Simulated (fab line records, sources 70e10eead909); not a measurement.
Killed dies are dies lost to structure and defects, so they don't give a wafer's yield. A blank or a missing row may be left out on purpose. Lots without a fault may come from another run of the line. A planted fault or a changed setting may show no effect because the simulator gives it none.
fab line records | flow nand_harc
record lots=24 wafers=72 last_day=33
route steps=1302 shown A_CHANNEL_FILL_D2@629 A_STAIRCASE@650
lots that met no fault: from a run of the same line without faults
start_h: hours from the record's first day to the start of the lot's first wafer shown | wait_h: hours since the lot's step before | " the same as in the row above | L1.1+2: a row that stands for several wafers | - no value, or no start given | * or withheld: withheld | < > ~ a bound
route shown NAME@n: a module of which the file shows steps, and the number in the route of the first | usual: mean/standard deviation of fault-free wafers | same: alike in all rows | chamber/n: place in a boat | sites: the reading at each site | _std_site: their standard deviation | _edge_site: outer sites' mean less inner sites' | radius_mm: how far each site lies from the wafer's centre | mask NAME#n: copy n | behind: the tool/chamber that last shaped the wafer | hold: why the lot was held/for how many hours/how that ended | device: the transistor (n, p or np) that didn't switch | end of line: the same wafers' tests at the end of the route | a step without rows: its recipe alone | killed: dies lost to structure and defects at the first sort, not the wafer's yield | map: a wafer's dies, x killed, . not, _ none there
set.NAME: the setting as run; set.NAME@STEP: as run at that earlier step | model.NAME: the simulator's own value behind a step, which no gauge read
steps of the route over a sample of lots; a table a step, a row a wafer
services: from which hour (start_h, from the record's first day; less than 0 if before it) a tool's chamber was out of use, for how many hours, and why
## steps
# step NHARC_A_CHANNEL_FILL_D2_STRIP_29
# recipe time_s=20 o2_flow_sccm=500 ar_flow_sccm=0 bias_w=0 chemistry=O2
# usual drypump_motor_current_A=5.9/0.35 oes_product_au=0.997/0.01 rf_vpp_V=57.9/0.88 showerhead_plenum_p_Torr=3.51/0.11 throttle_valve_pct=17.035/0.0092
# columns lot.wafer tool chamber start_h wait_h drypump_motor_current_A oes_product_au rf_hours_counter_h rf_vpp_V showerhead_plenum_p_Torr throttle_valve_pct
L074.1 rie_diel-09 3 - - 6.1 0.992 0 57.7 3.48 17.032
L074.6 " 2 " " 6.7 1.010 - 59.3 3.46 17.021
L074.5 " 3 " " 6.0 0.994 - 58.7 3.48 17.037
L076.1 rie_diel-03 0 - - 5.6 0.995 2 56.9 3.41 17.042
L076.2 " 1 " " 5.7 1.012 2 56.9 3.36 17.038
L076.4 " 2 " " 6.1 0.998 2 58.0 3.65 17.025
L075.2 rie_diel-09 2 - - 6.6 0.994 0 56.9 3.46 17.025
L075.4 " 3 " " 6.0 0.987 0 57.5 3.48 17.034
L075.5 " 1 " " 6.0 0.995 - 58.0 3.51 17.029
L077.4 rie_diel-03 0 - - 5.6 0.981 2 57.3 3.41 17.047
L077.3 " 1 " " 5.6 1.004 2 57.9 3.36 17.040
L077.5 " 3 " " 6.1 0.992 - 57.8 3.70 17.058
L078.1 rie_diel-09 2 - - 6.6 1.013 1 58.6 3.46 17.025
L078.3 " 0 " " 5.9 0.993 1 57.7 3.60 17.038
L078.4 " 1 " " 6.0 0.991 1 57.3 3.51 17.024
L079.1 rie_diel-09 1 - - 6.0 0.993 1 58.4 3.51 17.023
L079.3 " 2 " " 6.6 1.018 1 57.5 3.46 17.038
L079.2 " 3 " " 6.1 0.985 2 57.7 3.48 17.047
L080.2 rie_diel-03 0 - - 5.6 0.980 3 57.0 3.41 17.027
L080.3 " 1 " " 5.7 1.008 4 58.5 3.36 17.038
L080.5 " 0 " " 5.6 0.984 - 59.3 3.41 17.057
L081.3 rie_diel-04 1 - - 5.6 0.990 8 57.3 3.40 17.039
L081.5 " 3 " " 5.8 1.000 - 57.3 3.47 17.036
L081.6 " 0 " " 5.1 1.026 - 56.8 3.43 17.037
L083.2 rie_diel-04 1 - - 5.6 1.002 9 57.4 3.39 17.039
L083.3 " 2 " " 5.7 1.000 10 58.4 3.70 17.043
L083.6 " 1 " " 5.6 1.002 - 57.7 3.39 17.039
L082.4 rie_diel-09 0 - - 5.9 0.996 2 58.0 3.59 17.037
L082.2 " 2 " " 6.6 1.002 3 58.9 3.46 17.032
L082.5 " 0 " " 5.9 0.995 - 56.5 3.59 17.028
L084.3 rie_diel-03 3 - - 6.1 1.002 4 58.0 3.70 17.021
L084.6 " 2 " " 6.1 0.999 - 58.0 3.65 17.034
L084.5 " 3 " " 6.0 0.994 - 58.1 3.70 17.020
L086.2 rie_diel-09 1 - - 5.9 1.003 3 59.3 3.51 17.033
L086.6 " 3 " " 6.0 0.990 - 58.6 3.48 17.020
L086.5 " 0 " " 5.9 1.005 - 58.3 3.59 17.035
L085.3 rie_diel-09 1 - - 6.0 0.996 3 56.1 3.51 17.049
L085.4 " 3 " " 6.0 0.975 3 57.1 3.48 17.038
L085.5 " 2 " " 6.6 1.006 - 56.5 3.46 17.035
L087.3 rie_diel-04 2 - - 5.7 0.994 14 58.0 3.70 17.033
L087.5 " 0 " " 5.1 1.011 - 57.4 3.43 17.031
L087.6 " 1 " " 5.6 0.995 - 57.3 3.39 17.043
L088.1 rie_diel-09 3 - - 6.1 0.979 4 56.8 3.48 17.032
L088.3 " 0 " " 5.9 0.987 4 58.9 3.59 17.032
L088.6 " 0 " " 5.9 0.984 - 58.9 3.59 17.036
L089.1 rie_diel-03 0 - - 5.5 0.985 0 56.9 3.41 17.070
L089.4 " 1 " " 5.6 1.005 0 56.4 3.35 17.047
L089.5 " 2 " " 6.1 1.001 - 58.3 3.65 17.031
L090.2 rie_diel-04 0 - - 5.1 1.007 19 58.1 3.42 17.035
L090.3 " 1 " " 5.6 0.996 18 58.1 3.39 17.052
L090.6 " 3 " " 5.8 0.992 - 58.3 3.46 17.049
L093.1 rie_diel-03 1 - - 5.7 1.004 2 57.7 3.35 17.040
L093.6 " 1 " " 5.7 1.009 - 56.9 3.35 17.029
L093.5 " 2 " " 6.1 1.019 - 58.4 3.65 17.030
L092.2 rie_diel-03 0 - - 5.6 0.984 1 58.5 3.41 17.030
L092.1 " 1 " " 5.7 1.004 2 57.9 3.35 17.039
L092.5 " 2 " " 6.1 0.996 - 57.0 3.65 17.033
L091.4 rie_diel-09 0 - - 5.9 1.001 0 57.6 3.59 17.032
L091.3 " 1 " " 6.0 0.991 0 57.3 3.50 17.041
L091.5 " 0 " " 5.9 1.004 - 58.7 3.59 17.033
L094.1 rie_diel-09 1 - - 5.9 0.977 0 57.7 3.50 17.030
L094.2 " 3 " " 6.1 0.996 0 57.8 3.48 17.032
L094.5 " 2 " " 6.6 0.992 - 57.2 3.45 17.043
L096.3 rie_diel-04 1 556.04 0.2 5.7 0.992 3 58.9 3.39 17.041
L096.2 " 3 " " 5.8 1.005 4 58.7 3.46 17.023
L096.4 " 1 " " 5.7 0.990 - 57.3 3.38 17.045
L095.4 rie_diel-03 2 - - 6.1 0.995 3 56.9 3.65 17.025
L095.2 " 0 " " 5.6 0.984 3 58.0 3.40 17.042
L095.5 " 2 " " 6.1 0.996 - 57.4 3.65 17.020
L097.3 rie_diel-09 1 567.39 0.1 6.0 0.994 2 58.6 3.50 17.038
L097.2 " 2 " " 6.6 1.008 2 59.3 3.45 17.046
L097.6 " 2 " " 6.6 1.020 - 56.7 3.45 17.042
# step NHARC_A_STAIRCASE_DESCUM_168
# recipe time_s=3 o2_flow_sccm=200 ar_flow_sccm=0 bias_power_w=0 chemistry=O2
# usual drypump_motor_current_A=5.6/0.37 oes_product_au=0.999/0.0096 rf_vpp_V=57.8/0.92 showerhead_plenum_p_Torr=1.92/0.082 throttle_valve_pct=11.310/0.0089
# columns lot.wafer tool chamber start_h wait_h drypump_motor_current_A oes_product_au rf_hours_counter_h rf_vpp_V showerhead_plenum_p_Torr throttle_valve_pct
L074.1 rie_diel-06 0 347.65 - 5.3 1.015 8 57.7 1.85 11.311
L074.6 " 3 " " 5.3 1.008 - 57.7 1.91 11.317
L074.5 " 0 " " 5.3 1.013 - 59.3 1.85 11.312
L075.4 rie_diel-06 2 360.17 - 6.3 0.981 15 58.3 1.93 11.333
L075.2 " 3 " " 5.2 1.005 11 58.1 1.91 11.326
L075.5 " 0 " " 5.3 0.997 - 57.3 1.84 11.298
L076.2 rie_diel-06 0 360.33 - 5.3 1.003 14 58.0 1.84 11.322
L076.1 " 1 " " 5.6 0.993 17 57.7 1.77 11.318
L076.4 " 2 " " 6.2 0.986 15 58.7 1.93 11.322
L077.4 rie_diel-06 0 380.04 - 5.2 0.995 22 55.8 1.84 11.303
L077.3 " 1 " " 5.6 0.995 24 57.2 1.77 11.306
L077.5 " 2 " " 6.2 0.981 - 58.2 1.93 11.306
L078.1 rie_diel-13 3 387.54 - 5.9 1.003 13 58.2 1.94 11.300
L078.4 " 0 " " 5.2 0.998 13 57.5 1.96 11.306
L078.3 " 2 " " 5.5 1.004 12 57.8 1.93 11.294
L079.1 rie_diel-01 3 407.09 - 6.1 0.999 7 57.9 2.04 11.307
L079.2 " 0 " " 5.4 0.988 7 57.7 2.06 11.305
L079.3 " 2 " " 5.5 0.992 6 57.6 1.89 11.313
L080.3 rie_diel-06 0 407.25 - 5.3 0.993 32 58.5 1.84 11.306
L080.2 " 3 " " 5.3 1.007 27 58.4 1.91 11.319
L080.5 " 0 " " 5.3 1.004 - 57.9 1.84 11.298
L081.3 rie_diel-13 0 428.41 - 5.3 0.991 29 57.5 1.95 11.308
L081.5 " 1 " " 5.9 0.996 - 56.8 2.03 11.308
L081.6 " 2 " " 5.6 0.995 - 56.6 1.93 11.301
L082.2 rie_diel-13 3 444.50 - 5.9 1.016 36 58.6 1.93 11.311
L082.4 " 2 " " 5.5 0.999 33 57.9 1.92 11.312
L082.5 " 3 " " 5.9 1.009 - 58.1 1.93 11.305
L083.2 rie_diel-06 1 444.50 - 5.6 1.000 43 56.3 1.77 11.320
L083.3 " 3 " " 5.3 0.997 36 58.0 1.90 11.310
L083.6 " 1 " " 5.6 0.995 - 56.7 1.76 11.298
L084.3 rie_diel-06 0 457.73 - 5.2 1.004 46 56.8 1.83 11.323
L084.5 " 2 " " 6.3 0.987 - 57.7 1.92 11.306
L084.6 " 3 " " 5.3 1.011 - 57.3 1.90 11.305
L086.2 rie_diel-06 1 464.40 - 5.6 0.999 45 56.0 1.76 11.298
L086.6 " 0 " " 5.3 1.010 - 57.4 1.83 11.307
L086.5 " 1 " " 5.6 1.000 - 57.7 1.76 11.319
L085.3 rie_diel-06 1 467.80 - 5.6 0.999 47 57.2 1.76 11.305
L085.4 " 2 " " 6.3 0.995 48 58.7 1.92 11.304
L085.5 " 3 " " 5.2 1.003 - 58.2 1.90 11.302
L087.3 rie_diel-06 1 473.92 - 5.6 0.993 48 58.6 1.76 11.321
L087.5 " 2 " " 6.3 0.986 - 58.6 1.92 11.311
L087.6 " 3 " " 5.3 1.003 - 58.3 1.90 11.301
L088.3 rie_diel-01 1 499.87 - 6.0 0.996 24 57.3 1.93 11.301
L088.1 " 2 " " 5.5 0.997 37 56.8 1.88 11.298
L088.6 " 1 " " 6.0 0.990 - 58.4 1.93 11.313
L089.4 rie_diel-13 1 500.05 - 5.9 0.987 54 58.6 2.02 11.293
L089.1 " 2 " " 5.5 1.018 55 58.1 1.92 11.318
L089.5 " 1 " " 5.9 0.989 - 56.5 2.02 11.295
L090.2 rie_diel-06 1 511.78 - 5.6 0.984 5 58.9 2.07 11.327
L090.3 " 2 " " 6.3 0.991 5 58.0 1.91 11.304
L090.6 " 0 " " 5.2 1.009 - 58.7 1.83 11.319
L093.1 rie_diel-13 2 528.08 - 5.5 1.020 0 58.1 1.92 11.307
L093.6 " 2 " " 5.5 1.013 - 58.3 1.92 11.305
L093.5 " 3 " " 5.9 1.024 - 58.2 1.92 11.311
L091.3 rie_diel-13 0 529.57 - 5.3 1.001 1 59.2 1.94 11.323
L091.4 " 3 " " 5.9 1.024 1 56.2 1.92 11.329
L091.5 " 1 " " 5.9 0.990 - 56.9 2.02 11.311
L092.1 rie_diel-01 1 529.75 - 6.0 0.994 38 58.5 1.92 11.287
L092.2 " 2 " " 5.5 1.015 50 57.9 1.88 11.306
L092.5 " 0 " " 5.4 1.013 - 58.2 2.04 11.320
L094.2 rie_diel-01 3 541.06 - 6.1 0.988 52 59.0 2.02 11.303
L094.1 " 2 " " 5.5 1.002 55 57.1 1.88 11.308
L094.5 " 3 " " 6.1 0.998 - 57.4 2.02 11.311
L095.4 rie_diel-06 3 563.15 - 5.3 0.988 25 57.8 1.89 11.318
L095.2 " 2 " " 6.2 0.984 24 57.1 1.91 11.312
L095.5 " 3 " " 5.3 0.990 - 57.3 1.89 11.319
L096.2 rie_diel-06 3 563.32 - 5.2 0.997 25 58.3 1.89 11.311
L096.3 " 0 " " 5.2 1.001 27 56.6 1.82 11.300
L096.4 " 1 " " 5.6 0.996 26 58.6 2.07 11.312
L097.2 rie_diel-06 1 574.78 - 5.6 0.999 30 58.7 2.07 11.294
L097.3 " 0 " " 5.3 1.004 31 57.5 1.82 11.332
L097.6 " 2 " " 6.3 0.995 - 57.2 1.91 11.313
# step NHARC_A_STAIRCASE_ETCH_15
# recipe target_depth_a=1000 time_s=40.5 ion_energy_ev=400 c4f8_flow_sccm=20 o2_flow_sccm=10 ar_flow_sccm=withheld rf_w=600 bias_w=1000 chemistry=C4F8/O2
# usual oes_product_au=0.941/0.012 rf_vpp_V=898/4.6
# columns lot.wafer tool chamber start_h wait_h oes_product_au rf_hours_counter_h rf_vpp_V
L074.1 rie_diel-06 3 - - 0.929 7 896
L074.5 " 1 " " 0.924 - 887
L074.6 " 2 " " 0.927 - 896
L075.2 rie_diel-01 0 - - 0.949 49 904
L075.4 " 3 " " 0.932 45 904
L075.5 " 1 " " 0.924 - 899
L076.4 rie_diel-06 2 - - 0.929 16 898
L076.2 " 3 " " 0.935 12 896
L076.1 " 0 " " 0.936 16 892
L077.4 rie_diel-13 3 - - 0.941 11 900
L077.3 " 0 " " 0.951 12 898
L077.5 " 3 " " 0.950 - 897
L078.3 rie_diel-01 2 - - 0.924 0 896
L078.4 " 3 " " 0.935 0 903
L078.1 " 1 " " 0.928 0 898
L079.2 rie_diel-06 2 - - 0.929 30 896
L079.3 " 0 " " 0.945 32 892
L079.1 " 1 " " 0.944 31 887
L080.2 rie_diel-01 2 - - 0.932 7 896
L080.3 " 1 " " 0.931 7 896
L080.5 " 3 " " 0.938 - 903
L081.3 rie_diel-13 2 - - 0.950 27 897
L081.5 " 1 " " 0.936 - 902
L081.6 " 2 " " 0.958 - 897
L083.2 rie_diel-13 0 - - 0.942 34 898
L083.3 " 1 " " 0.940 31 904
L083.6 " 1 " " 0.953 - 903
L082.2 rie_diel-06 0 - - 0.940 42 892
L082.4 " 2 " " 0.925 - 895
L082.5 " 0 " " 0.941 - 890
L084.3 rie_diel-01 2 - - 0.941 22 894
L084.6 " 3 " " 0.940 - 902
L084.5 " 0 " " 0.936 - 905
L086.2 rie_diel-06 1 - - 0.939 46 887
L086.6 " 0 " " 0.959 - 891
L086.5 " 1 " " 0.939 - 887
L085.3 rie_diel-13 3 - - 0.961 46 897
L085.4 " 2 " " 0.940 44 897
L085.5 " 0 " " 0.946 - 897
L087.3 rie_diel-13 2 - - 0.943 46 896
L087.5 " 0 " " 0.935 - 897
L087.6 " 1 " " 0.939 - 903
L088.3 rie_diel-13 1 - - 0.949 55 903
L088.1 " 3 " " 0.945 58 897
L088.6 " 0 " " 0.937 - 898
L089.1 rie_diel-06 1 - - 0.941 2 906
L089.4 " 3 " " 0.951 2 894
L089.5 " 1 " " 0.944 - 906
L090.2 rie_diel-06 2 - - 0.938 5 897
L090.3 " 3 " " 0.931 6 896
L090.6 " 3 " " 0.933 - 895
L093.1 rie_diel-13 1 - - 0.949 1 902
L093.6 " 3 " " 0.973 - 896
L093.5 " 0 " " 0.940 - 897
L091.3 rie_diel-13 1 - - 0.940 2 903
L091.4 " 2 " " 0.955 2 897
L091.5 " 3 " " 0.935 - 895
L092.2 rie_diel-01 3 - - 0.934 49 902
L092.1 " 2 " " 0.935 52 894
L092.5 " 3 " " 0.934 - 902
L094.2 rie_diel-01 3 - - 0.937 53 902
L094.1 " 1 " " 0.947 44 897
L094.5 " 3 " " 0.941 - 903
L095.4 rie_diel-06 0 - - 0.959 28 891
L095.2 " 3 " " 0.944 26 895
L095.5 " 1 " " 0.937 - 905
L096.4 rie_diel-13 2 - - 0.950 13 896
L096.3 " 3 " " 0.949 15 897
L096.2 " 0 " " 0.923 14 897
L097.3 rie_diel-01 2 - - 0.925 5 893
L097.2 " 3 " " 0.938 4 902
L097.6 " 2 " " 0.928 - 895
# step NHARC_A_STAIRCASE_ETCH_21
# recipe target_depth_a=1000 time_s=40.5 ion_energy_ev=400 c4f8_flow_sccm=20 o2_flow_sccm=10 ar_flow_sccm=withheld rf_w=600 bias_w=1000 chemistry=C4F8/O2
# usual oes_product_au=0.954/0.017 rf_vpp_V=898/4.7
# columns lot.wafer tool chamber start_h wait_h oes_product_au rf_hours_counter_h rf_vpp_V
L074.1 rie_diel-13 3 - - 0.977 1 898
L074.6 " 3 " " 0.988 - 899
L074.5 " 0 " " 0.954 - 899
L075.4 rie_diel-01 2 - - 0.938 43 896
L075.2 " 3 " " 0.944 45 905
L075.5 " 3 " " 0.931 - 903
L076.1 rie_diel-06 1 - - 0.959 19 886
L076.4 " 2 " " 0.937 17 898
L076.2 " 3 " " 0.940 13 896
L077.3 rie_diel-13 2 - - 0.969 12 896
L077.4 " 3 " " 0.969 12 896
L077.5 " 1 " " 0.958 - 902
L078.3 rie_diel-13 1 - - 0.959 13 902
L078.4 " 2 " " 0.968 14 896
L078.1 " 0 " " 0.974 14 898
L079.3 rie_diel-06 3 - - 0.953 27 896
L079.1 " 0 " " 0.938 32 890
L079.2 " 1 " " 0.934 31 886
L080.3 rie_diel-13 3 - - 0.973 24 899
L080.2 " 1 " " 0.972 22 904
L080.5 " 3 " " 0.976 - 896
L081.3 rie_diel-06 2 - - 0.936 35 898
L081.5 " 1 " " 0.945 - 887
L081.6 " 2 " " 0.943 - 897
L083.2 rie_diel-01 1 - - 0.942 17 899
L083.3 " 2 " " 0.931 17 895
L083.6 " 0 " " 0.943 - 905
L082.4 rie_diel-01 1 - - 0.937 18 896
L082.2 " 3 " " 0.929 16 904
L082.5 " 1 " " 0.936 - 898
L084.3 rie_diel-06 1 - - 0.962 45 887
L084.6 " 3 " " 0.968 - 896
L084.5 " 0 " " 0.970 - 892
L086.2 rie_diel-13 3 - - 0.979 45 897
L086.5 " 0 " " 0.981 - 899
L086.6 " 1 " " 0.986 - 902
L085.3 rie_diel-01 0 - - 0.950 23 904
L085.4 " 3 " " 0.959 - 903
L085.5 " 2 " " 0.942 - 895
L087.3 rie_diel-13 3 - - 0.962 47 897
L087.5 " 3 " " 0.945 - 896
L087.6 " 0 " " 0.944 - 898
L088.3 rie_diel-13 1 - - 0.942 55 904
L088.1 " 2 " " 0.959 56 897
L088.6 " 1 " " 0.937 - 903
L089.4 rie_diel-06 1 - - 0.958 3 906
L089.1 " 0 " " 0.954 3 890
L089.5 " 1 " " 0.957 - 904
L090.2 rie_diel-13 2 - - 0.970 58 897
L090.3 " 0 " " 0.980 60 898
L090.6 " 1 " " 0.961 - 904
L093.1 rie_diel-13 3 - - 0.972 1 897
L093.6 " 3 " " 0.962 - 896
L093.5 " 0 " " 0.950 - 898
L091.4 rie_diel-13 2 - - 0.954 2 896
L091.3 " 3 " " 0.961 2 896
L091.5 " 1 " " 0.936 - 902
L092.2 rie_diel-06 0 - - 0.981 14 890
L092.1 " 3 " " 0.957 12 897
L092.5 " 1 " " 0.981 - 906
L094.1 rie_diel-01 0 - - 0.940 55 902
L094.2 " 2 " " 0.965 56 893
L094.5 " 0 " " 0.939 - 903
L095.4 rie_diel-06 0 - - 0.964 28 890
L095.2 " 3 " " 0.922 26 893
L095.5 " 0 " " 0.946 - 891
L096.4 rie_diel-13 0 - - 0.917 14 896
L096.2 " 1 " " 0.930 13 902
L096.3 " 2 " " 0.948 14 896
L097.2 rie_diel-06 0 - - 0.983 32 890
L097.3 " 1 " " 0.976 31 903
L097.6 " 0 " " 0.984 - 890
# step NHARC_A_STAIRCASE_TRIM_200
# recipe time_s=211.2 o2_flow_sccm=500 ar_flow_sccm=0 bias_w=0 chemistry=O2
# usual drypump_motor_current_A=5.7/0.32 oes_product_au=1.000/0.0097 rf_vpp_V=57.8/0.9 showerhead_plenum_p_Torr=3.58/0.12 throttle_valve_pct=17.037/0.0095
# columns lot.wafer tool chamber start_h wait_h drypump_motor_current_A oes_product_au rf_hours_counter_h rf_vpp_V showerhead_plenum_p_Torr throttle_valve_pct
L074.1 rie_diel-13 3 - - 5.9 1.013 2 58.3 3.58 17.059
L074.5 " 1 " " 5.9 1.002 - 57.2 3.75 17.031
L074.6 " 2 " " 5.6 1.008 - 58.0 3.57 17.021
L075.4 rie_diel-13 1 - - 6.0 0.996 6 57.6 3.75 17.035
L075.2 " 2 " " 5.5 0.996 6 57.7 3.56 17.024
L075.5 " 2 " " 5.5 1.004 - 58.3 3.56 17.032
L076.1 rie_diel-13 1 - - 5.9 1.009 7 58.9 3.75 17.018
L076.2 " 2 " " 5.6 1.005 7 57.8 3.56 17.043
L076.4 " 3 " " 5.9 1.016 6 58.3 3.57 17.030
L077.3 rie_diel-06 0 - - 5.3 0.998 25 56.1 3.40 17.043
L077.5 " 1 " " 5.6 1.000 - 55.6 3.28 17.046
L077.4 " 2 " " 6.3 0.991 - 57.5 3.55 17.027
L078.4 rie_diel-13 0 - - 5.3 0.982 15 57.2 3.60 17.021
L078.3 " 2 " " 5.5 1.008 15 56.5 3.56 17.028
L078.1 " 3 " " 5.9 1.005 16 58.5 3.57 17.033
L080.2 rie_diel-13 1 - - 5.9 1.009 23 56.7 3.74 17.038
L080.3 " 2 " " 5.5 1.011 24 58.0 3.55 17.048
L080.5 " 1 " " 5.9 1.005 - 55.2 3.74 17.039
L079.2 rie_diel-06 1 - - 5.6 1.000 32 56.2 3.28 17.028
L079.1 " 2 " " 6.3 0.993 31 58.0 3.55 17.047
L079.3 " 3 " " 5.3 1.002 28 58.5 3.52 17.045
L081.3 rie_diel-13 0 - - 5.3 0.990 31 57.3 3.59 17.014
L081.6 " 1 " " 5.9 0.996 - 58.2 3.73 17.036
L081.5 " 2 " " 5.6 0.998 - 58.5 3.55 17.028
L083.2 rie_diel-01 0 - - 5.4 1.001 17 59.1 3.77 17.022
L083.3 " 3 " " 6.1 0.992 17 59.0 3.73 17.034
L083.6 " 0 " " 5.4 0.989 - 57.4 3.77 17.037
L082.4 rie_diel-06 2 - - 6.2 0.991 44 58.4 3.54 17.021
L082.2 " 0 " " 5.3 0.995 44 57.0 3.39 17.045
L082.5 " 2 " " 6.3 0.990 - 56.9 3.54 17.053
L084.3 rie_diel-13 2 - - 5.6 1.008 42 58.6 3.54 17.041
L084.5 " 0 " " 5.2 0.987 - 59.0 3.59 17.047
L084.6 " 1 " " 5.9 1.005 - 59.3 3.73 17.050
L086.2 rie_diel-13 2 - - 5.5 1.013 44 57.2 3.54 17.038
L086.6 " 1 " " 5.9 1.002 - 58.2 3.72 17.043
L086.5 " 2 " " 5.5 1.004 - 57.7 3.54 17.034
L085.3 rie_diel-01 3 - - 6.1 0.983 25 58.9 3.73 17.034
L085.4 " 0 " " 5.4 0.999 - 58.5 3.76 17.025
L085.5 " 2 " " 5.5 0.993 - 57.6 3.48 17.049
L087.3 rie_diel-01 2 - - 5.5 0.998 33 57.1 3.48 17.035
L087.5 " 0 " " 5.4 1.005 - 59.6 3.76 17.031
L087.6 " 2 " " 5.5 0.990 - 57.6 3.48 17.033
L088.1 rie_diel-13 3 - - 5.9 1.022 59 57.9 3.54 17.016
L088.3 " 0 " " 5.3 0.994 59 58.8 3.58 17.038
L088.6 " 3 " " 5.9 1.017 - 57.1 3.54 17.044
L089.1 rie_diel-06 3 - - 5.3 0.994 4 57.5 3.50 17.042
L089.4 " 2 " " 6.3 0.998 4 56.6 3.53 17.035
L089.5 " 3 " " 5.3 0.993 - 58.3 3.50 17.048
L090.2 rie_diel-06 0 - - 5.3 1.021 7 57.4 3.38 17.050
L090.3 " 1 " " 5.6 1.001 7 58.8 3.80 17.034
L090.6 " 0 " " 5.3 1.014 - 57.9 3.38 17.031
L093.1 rie_diel-13 1 - - 5.9 0.990 3 56.7 3.71 17.036
L093.6 " 1 " " 5.9 1.000 - 58.8 3.71 17.038
L093.5 " 2 " " 5.5 1.015 - 58.2 3.53 17.038
L091.3 rie_diel-01 2 - - 5.5 1.004 53 59.0 3.47 17.040
L091.4 " 0 " " 5.4 0.996 52 58.9 3.75 17.057
L091.5 " 1 " " 6.0 0.990 - 56.7 3.54 17.042
L092.2 rie_diel-13 0 - - 5.3 0.995 4 57.4 3.57 17.045
L092.1 " 1 " " 5.9 1.001 5 56.3 3.71 17.039
L092.5 " 1 " " 5.9 1.000 - 59.0 3.71 17.023
L094.1 rie_diel-13 1 - - 5.9 0.993 9 58.4 3.71 17.038
L094.2 " 2 " " 5.6 1.015 10 57.2 3.53 17.024
L094.5 " 2 " " 5.5 1.004 - 56.7 3.53 17.024
L096.3 rie_diel-06 2 - - 6.3 0.989 26 58.2 3.52 17.030
L096.4 " 3 " " 5.3 0.990 27 57.6 3.49 17.014
L096.2 " 0 " " 5.2 1.000 29 57.4 3.37 17.041
L095.4 rie_diel-13 1 - - 5.9 0.989 14 58.3 3.71 17.042
L095.2 " 3 " " 5.9 1.007 16 58.5 3.53 17.047
L095.5 " 1 " " 5.9 0.989 - 57.7 3.71 17.038
L097.2 rie_diel-13 1 - - 5.9 1.008 19 58.0 3.70 17.049
L097.3 " 0 " " 5.3 0.994 20 58.2 3.56 17.035
L097.6 " 1 " " 5.9 0.989 - 58.1 3.70 17.032
# step NHARC_A_STAIRCASE_ETCH_227
# recipe target_depth_a=1000 time_s=40.5 ion_energy_ev=400 c4f8_flow_sccm=20 o2_flow_sccm=10 ar_flow_sccm=withheld rf_w=600 bias_w=1000 chemistry=C4F8/O2
# usual oes_product_au=0.939/0.012 rf_vpp_V=897/4.9
# columns lot.wafer tool chamber start_h wait_h oes_product_au rf_hours_counter_h rf_vpp_V
L074.1 rie_diel-13 3 - - 0.941 3 897
L074.5 " 1 " " 0.923 - 904
L074.6 " 2 " " 0.938 - 898
L075.4 rie_diel-13 2 - - 0.943 8 896
L075.2 " 1 " " 0.939 8 904
L075.5 " 2 " " 0.944 - 898
L076.1 rie_diel-13 3 - - 0.958 8 899
L076.2 " 0 " " 0.939 8 899
L076.4 " 1 " " 0.945 9 903
L077.4 rie_diel-01 3 - - 0.938 1 904
L077.3 " 1 " " 0.953 1 896
L077.5 " 0 " " 0.939 - 906
L078.4 rie_diel-01 0 - - 0.926 5 904
L078.3 " 2 " " 0.928 5 896
L078.1 " 3 " " 0.934 5 904
L080.2 rie_diel-06 0 - - 0.936 34 890
L080.3 " 1 " " 0.924 33 887
L080.5 " 3 " " 0.946 - 896
L079.3 rie_diel-01 0 - - 0.919 9 903
L079.2 " 1 " " 0.926 8 897
L079.1 " 2 " " 0.944 8 894
L081.3 rie_diel-01 1 - - 0.938 12 896
L081.6 " 3 " " 0.925 - 904
L081.5 " 0 " " 0.944 - 904
L083.2 rie_diel-06 3 - - 0.953 40 896
L083.3 " 1 " " 0.935 44 887
L083.6 " 0 " " 0.937 - 889
L082.2 rie_diel-06 0 - - 0.937 46 892
L082.4 " 2 " " 0.938 45 897
L082.5 " 0 " " 0.946 - 891
L084.3 rie_diel-06 2 - - 0.914 48 897
L084.6 " 2 " " 0.904 - 895
L084.5 " 3 " " 0.929 - 895
L086.2 rie_diel-06 1 - - 0.949 48 887
L086.6 " 3 " " 0.926 - 896
L086.5 " 0 " " 0.960 - 892
L085.3 rie_diel-06 0 - - 0.954 51 889
L085.4 " 1 " " 0.943 50 886
L085.5 " 3 " " 0.950 - 897
L087.3 rie_diel-13 3 - - 0.950 54 896
L087.6 " 2 " " 0.951 - 895
L087.5 " 3 " " 0.948 - 896
L088.1 rie_diel-06 3 - - 0.941 5 895
L088.3 " 0 " " 0.950 6 890
L088.6 " 0 " " 0.939 - 891
L089.4 rie_diel-13 1 - - 0.940 57 901
L089.1 " 2 " " 0.947 58 896
L089.5 " 0 " " 0.943 - 897
L090.2 rie_diel-01 1 - - 0.937 35 896
L090.3 " 3 " " 0.945 42 903
L090.6 " 1 " " 0.924 - 897
L093.1 rie_diel-13 1 - - 0.946 5 903
L093.6 " 0 " " 0.947 - 895
L093.5 " 1 " " 0.945 - 902
L091.3 rie_diel-01 0 - - 0.940 53 903
L091.4 " 3 " " 0.930 52 900
L091.5 " 0 " " 0.943 - 903
L092.2 rie_diel-01 2 - - 0.925 55 893
L092.1 " 1 " " 0.933 43 897
L092.5 " 2 " " 0.925 - 895
L094.2 rie_diel-01 3 - - 0.923 57 903
L094.1 " 0 " " 0.927 60 903
L094.5 " 2 " " 0.965 - 895
L096.4 rie_diel-06 3 - - 0.927 28 895
L096.3 " 1 " " 0.927 29 905
L096.2 " 2 " " 0.928 27 895
L095.2 rie_diel-06 1 - - 0.927 30 905
L095.4 " 3 " " 0.917 29 895
L095.5 " 0 " " 0.934 - 891
L097.2 rie_diel-13 2 - - 0.946 20 896
L097.3 " 3 " " 0.957 18 895
L097.6 " 3 " " 0.951 - 896
## services
# columns tool chamber start_h hours kind
rie_diel-09 - 320.10 9.0 pm
rie_diel-06 0 323.84 9.0 repair
rie_diel-04 2 327.14 14.9 repair
rie_diel-13 0 332.37 2.7 repair
rie_diel-13 - 342.00 9.0 pm
rie_diel-01 3 354.00 1.6 repair
rie_diel-06 1 370.89 3.9 repair
rie_diel-01 0 373.04 3.4 repair
rie_diel-01 - 380.82 9.0 pm
rie_diel-03 0 383.42 14.1 repair
rie_diel-06 - 389.19 0.8 repair
rie_diel-06 2 401.85 4.8 repair
rie_diel-06 0 429.63 4.8 repair
rie_diel-03 3 429.82 4.5 repair
rie_diel-03 1 446.54 1.7 repair
rie_diel-03 - 458.36 9.0 pm
rie_diel-06 - 484.70 9.0 pm
rie_diel-09 - 497.10 9.0 pm
rie_diel-13 - 519.00 9.0 pm
rie_diel-09 - 536.53 0.7 repair
rie_diel-01 - 557.82 9.0 pm
rie_diel-09 3 565.25 4.1 repair
rie_diel-13 3 571.34 4.3 repair
rie_diel-13 0 583.55 8.3 repair
## key
fault none
